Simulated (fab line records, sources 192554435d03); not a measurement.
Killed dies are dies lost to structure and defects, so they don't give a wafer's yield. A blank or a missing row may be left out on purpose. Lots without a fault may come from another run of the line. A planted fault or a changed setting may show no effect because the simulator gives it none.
A struck lot beside a sound one | flow n5_finfet | 15 steps out of a route of 1938
Sound: wafers L943.2, L943.3, L943.4. Struck: wafers L958.4, L958.5. The cause comes at the end.
At each step with rows: each side's tool, then ch and its chambers, then its first start. Under that, the readings that differ: sound wafers | struck wafers | difference of the means | sigmas: that difference in standard deviations of wafers without a fault.
alike: readings whose means differ by less than 2 such deviations, and words and numbers that are the same on both sides. not compared: withheld readings, readings that some wafer has no value for, bounds like >300 that may hide the same value, and numbers for which the record gives no deviation and whose values overlap.
The two part at a step that has a row with sigmas, a row that says differs or no value, or rows on one side only. Numbers that don't overlap but have no deviation are shown without sigmas and don't part them. A reading that every wafer of one side lacks parts them only if that side has two wafers or more.

first, 8 steps without rows for these wafers: N5_BEOL_M10_COAT_59 (time 60 s, resist thk 100 nm); N5_BEOL_M10_COAT_60 (time 60 s, resist thk 30 nm); N5_BEOL_M10_COAT_05 (resist thk 90 nm); N5_BEOL_M10_EBR_07; N5_BEOL_M10_SOFTBAKE_06 (time 60 s); N5_BEOL_M10_EXPOSE_08 (exposes mask M10); N5_BEOL_M10_PEB_09 (peb time 60 s); N5_BEOL_M10_DEVELOP_10 (develop time 30 s).
N5_BEOL_M10_CD_MEAS_11: target cd 64.1 nm.
  sound on cd_sem-03 ch 0, day 12 09:41; struck on cd_sem-03 ch 0, day 15 09:04
  alike: cd_nm
N5_BEOL_M10_OVL_MEAS_12:
  sound on overlay-02 ch 0, day 12 09:43; struck on overlay-02 ch 0, day 15 09:06
  alike: M10_OVL
N5_BEOL_M10_INSPECT_13: inspects for defects (brightfield).
  sound on defect_inspect-01, day 12 09:44; struck on defect_inspect-01, day 15 09:08
  alike: raw_defect_count
N5_BEOL_M10_DESCUM_16: chemistry O2, time 7.9 s.
  sound on rie_diel-02 ch 2,3, day 12 09:48; struck on rie_diel-04 ch 2,3, day 15 09:10
  alike: drypump_motor_current_A, oes_product_au, rf_vpp_V, showerhead_plenum_p_Torr, throttle_valve_pct
  not compared: rf_hours_counter_h
N5_BEOL_M10_ETCH_61: etches SiARC in CF4, target depth 39 nm, time 65 s.
  sound on rie_diel-02 ch 2,3, day 12 09:50; struck on rie_diel-04 ch 2,3, day 15 09:12
  reading               | sound          | struck    | difference | sigmas
  etch_rf_on_time_s (s) | 64.9 64.5 65.3 | 44.3 42.2 | -21.7      | -20
  oes_product_au (a.u.) | 0.69 0.74 0.69 | 0.89 0.91 | +0.19      | +3
  alike: bias_w, drypump_motor_current_A, mfc_ar_sccm, rf_vpp_V, showerhead_plenum_p_Torr, throttle_valve_pct
  not compared: rf_hours_counter_h
N5_BEOL_M10_ETCH_62: etches SOC in N2/H2, target depth 110 nm, overetch 22 nm, time 165 s.
  sound on rie_diel-02 ch 2,3, day 12 09:53; struck on rie_diel-04 ch 2,3, day 15 09:15
  alike: bias_w, drypump_motor_current_A, oes_product_au, rf_vpp_V, showerhead_plenum_p_Torr, throttle_valve_pct
  not compared: rf_hours_counter_h
then, 1 step without rows for these wafers: N5_PASSIVATION_PROBE_49.

WHERE THEY PART
Only at N5_BEOL_M10_ETCH_61, within this record. Later steps at which nothing parts them and some readings are alike: N5_BEOL_M10_ETCH_62.

WHY: what the simulator had put in
Process parameter drift: rie_diel-04, from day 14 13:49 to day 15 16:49, at N5_BEOL_M10_ETCH_61. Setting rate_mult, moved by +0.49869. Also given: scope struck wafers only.
